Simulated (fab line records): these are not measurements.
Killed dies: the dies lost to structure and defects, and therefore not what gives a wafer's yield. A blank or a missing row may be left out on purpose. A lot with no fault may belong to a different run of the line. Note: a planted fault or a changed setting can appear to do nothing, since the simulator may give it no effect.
Code-filled problem report in 8D (eight disciplines) form ; flow n5-finfet ; the parts of the form that need people (team, actions taken, sign-off) are left out

## 1. WHAT IS WRONG
Wafers without a fault read 1500.1 rpm, standard deviation 0.92; spin-speed-rpm at N5_MOL_CONTACT_COAG_COAT_77 reads a mean of 1429.3 rpm on 6 wafers belonging to 2 lots. That puts it -77 standard deviations away from the usual mean.
The step: time 60 s, resist thk 10 nm.
The first sign was on wafer L966.2 at day 8 08:19, on litho-track-01. The record has a number at this step for 12 wafers belonging to 4 lots. The rule behind "out" and "out of limits": a value lying over 4 standard deviations away from the usual mean. All remaining wafers that have a number are taken as sound.

## 2. WHAT IT IS, AND WHAT IT ISN'T
question;is;is not
which readings at this step;spin-speed-rpm;-
which lots;L966, L968;L953, L970
which wafers of those lots;all that have a number;-
read on which tools;litho-track-01;litho-track-05
when;from day 8 08:19;"up to then (3 sound wafers); but 3 sound wafers of L970 came after"

## 3. SUSPECTS, AND WHAT RULES EACH OUT
Counting: a tool at a process step up to the reading stays a suspect if it ran every lot that is out and no sound lot after the first of them.
- litho-track-01 at N5_MOL_CONTACT_COAG_COAT_77 (time 60 s, resist thk 10 nm): kept. It processed each lot that is out, first L966 at day 8 08:19, and no sound lot thereafter; up to then, the last sound lot it processed was L953 at day 5 07:34. Its own spin-speed-rpm readings are out on those wafers.
Left after counting: litho-track-01 at N5_MOL_CONTACT_COAG_COAT_77.

## 4. THE CAUSE (what the simulator had put in)
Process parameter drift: litho-track-01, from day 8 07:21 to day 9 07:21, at N5_MOL_CONTACT_COAG_COAT_77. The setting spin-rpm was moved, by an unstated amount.
Counting left only this tool.

## 5. SEQUENCE OF EFFECTS, ordered by route
Rows list readings where the struck wafers' mean (over those with a number) sits beyond 3 standard deviations from the usual. Scope: only readings with a usual standard deviation given in the record; hours: median across lots of the time from each lot's start at the first step in this table that gives one to its start at this step; sigmas: change in usual standard deviations.
hours;step;reading;usual;on struck wafers;change;sigmas
0;N5_MOL_CONTACT_COAG_COAT_77;spin-speed-rpm;1500.1 rpm;1429.3;-70.8;-77
Its process steps:
- N5_MOL_CONTACT_COAG_COAT_77: time 60 s, resist thk 10 nm.
At these later measuring or inspecting steps, every struck wafer for which the step has a row has a number for every such reading, and none has moved that far: N5_BEOL_M4_RC_MEAS_101.

## 6. HOW IT WOULD HAVE BEEN CAUGHT EARLIER
In this record the first reading out of limits was taken at day 8 08:19, 1 hour after the fault began at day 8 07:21.
